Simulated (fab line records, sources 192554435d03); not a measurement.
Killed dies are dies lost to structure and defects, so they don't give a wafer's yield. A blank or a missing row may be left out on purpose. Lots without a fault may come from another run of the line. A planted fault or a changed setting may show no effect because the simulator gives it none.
Split-lot experiment | flow n5_finfet | 7 lots, 39 wafers read, on a route of 1938 steps

THE SPLIT
At N5_BEOL_M7_ETCH_66 (etches SOC in N2/H2, target depth 80 nm, overetch 16 nm, time 120 s), the setting time_s was moved away from the recipe's 120 s on 12 of the 39 wafers read, by -53.8% to +42.2%. The other wafers ran this setting at the recipe's value.

The reading is taken at the split's own step.

THE READING
BEOL_M7.cd_nm (the simulator's own value, which no gauge read), in nm, at N5_BEOL_M7_ETCH_66 (etches SOC in N2/H2, target depth 80 nm, overetch 16 nm, time 120 s). The file gives no usual value for it. The 27 wafers here that ran the recipe average 39.9 nm, standard deviation 0.16 nm.

wafer  | tool, chamber at the split | time_s as run, s | against the recipe | BEOL_M7.cd_nm, nm | against lot-mates on the recipe
L076.1 | rie_diel-02, 1             | 120              | recipe             | 39.8              | -
L076.2 | rie_diel-02, 3             | 120              | recipe             | 40                | -
L076.3 | rie_diel-02, 0             | 55.5             | -53.8%             | 39                | -1.0
L076.4 | rie_diel-02, 2             | 55.5             | -53.8%             | 38.8              | -1.2
L076.5 | rie_diel-02, 2             | 55.5             | -53.8%             | 38.6              | -1.4
L076.6 | rie_diel-02, 1             | 120              | recipe             | 40.2              | -
L079.2 | rie_diel-01, 1             | 120              | recipe             | 40.2              | -
L079.4 | rie_diel-01, 3             | 120              | recipe             | 40                | -
L079.6 | rie_diel-01, 1             | 120              | recipe             | 40                | -
L085.1 | rie_diel-02, 3             | 120              | recipe             | 39.8              | -
L085.2 | rie_diel-02, 1,0           | 120              | recipe             | 40                | -
L085.4 | rie_diel-02, 1,0           | 120              | recipe             | 40                | -
L085.3 | rie_diel-02, 2,1           | 120              | recipe             | 39.8              | -
L085.6 | rie_diel-02, 2,1           | 120              | recipe             | 39.8              | -
L085.5 | rie_diel-02, 2             | 120              | recipe             | 39.6              | -
L089.1 | rie_diel-01, 3             | 170.6            | +42.2%             | 40.8              | +1.0
L089.2 | rie_diel-01, 0             | 170.6            | +42.2%             | 40.6              | +0.8
L089.3 | rie_diel-01, 2             | 120              | recipe             | 40                | -
L089.4 | rie_diel-01, 1             | 120              | recipe             | 39.6              | -
L089.5 | rie_diel-01, 1             | 120              | recipe             | 39.8              | -
L089.6 | rie_diel-01, 0             | 170.6            | +42.2%             | 41                | +1.2
L092.1 | rie_diel-02, 1             | 120              | recipe             | 40.2              | -
L092.2 | rie_diel-02, 2             | 120              | recipe             | 40                | -
L092.3 | rie_diel-02, 3             | 120              | recipe             | 40.2              | -
L092.4 | rie_diel-02, 0,1           | 152.2            | +26.8%             | 40.8              | +0.7
L092.6 | rie_diel-02, 0,1           | 152.2            | +26.8%             | 40.8              | +0.7
L092.5 | rie_diel-02, 2             | 152.2            | +26.8%             | 40.6              | +0.5
L094.1 | rie_diel-01, 1             | 120              | recipe             | 40                | -
L094.2 | rie_diel-01, 0,2           | 120              | recipe             | 40                | -
L094.5 | rie_diel-01, 0,2           | 120              | recipe             | 40                | -
L094.3 | rie_diel-01, 2,3           | 140.7            | +17.2%             | 40.4              | +0.4
L094.4 | rie_diel-01, 2,3           | 140.7            | +17.2%             | 40.4              | +0.4
L094.6 | rie_diel-01, 1             | 140.7            | +17.2%             | 40.6              | +0.6
L096.1 | rie_diel-01, 3,2,3         | 120              | recipe             | 39.8              | -
L096.3 | rie_diel-01, 3,2,3         | 120              | recipe             | 39.8              | -
L096.5 | rie_diel-01, 3,2,3         | 120              | recipe             | 39.8              | -
L096.2 | rie_diel-01, 0,1,0         | 120              | recipe             | 40                | -
L096.4 | rie_diel-01, 0,1,0         | 120              | recipe             | 40                | -
L096.6 | rie_diel-01, 0,1,0         | 120              | recipe             | 40                | -
Where a row lists several chambers, the file gives one row for several wafers and doesn't say which wafer went through which chamber.

THE FIT
A straight line over all 39 wafers: BEOL_M7.cd_nm changes by +0.0224 nm for each +1% of time_s; r = +0.94; the points scatter about the line by 0.17 nm.
The same after taking each lot's own level away (the mean of its wafers on the recipe; 39 wafers): +0.023 nm for each +1%; r = +0.97; scatter 0.13 nm.
On that fit, the largest move of time_s shifts the reading by 1.2 nm.
The lots' own levels span 39.80 to 40.13 nm, that is 2.1 times the standard deviation above.
So the lot-to-lot level changes the slope little: the two slopes agree.
Check: with one of the wafers moved furthest among these (-53.8%) left out of the fit, the line predicts -1.29 nm for it against its lot-mates. It came out at -1 nm against them.

OTHER SPLITS ON THESE WAFERS
These wafers also went through other splits before the reading. Each is held against what the fit with the lots' levels taken away leaves over:
other split on the same wafers  | wafers away from the commonest value | r with BEOL_M7.cd_nm (lot level and that fit taken away)
N5_BEOL_M0_SAQP_PECVD_04 time_s | 18                                   | +0.04
N5_BEOL_M1_PECVD_72 time_s      | 15                                   | -0.03

THE WHOLE CHAIN: every reading that the file lists as answering this split, in the file's order
step               | what it does                                                        | reading                                                                          | change (the file's fit)                | r (the file's)
N5_BEOL_M7_ETCH_66 | etches SOC in N2/H2, target depth 80 nm, overetch 16 nm, time 120 s | SiARC_of_BEOL_M7_COAT_64.thk_nm (the simulator's own value, which no gauge read) | -0.0556 nm for each +1% of the setting | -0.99
N5_BEOL_M7_ETCH_66 | etches SOC in N2/H2, target depth 80 nm, overetch 16 nm, time 120 s | BEOL_M7.cd_nm (the simulator's own value, which no gauge read)                   | +0.023 nm for each +1% of the setting  | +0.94

THE FILE'S OWN FIT
BEOL_M7.cd_nm changes by +0.023 nm for each +1% of time_s, r = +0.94.
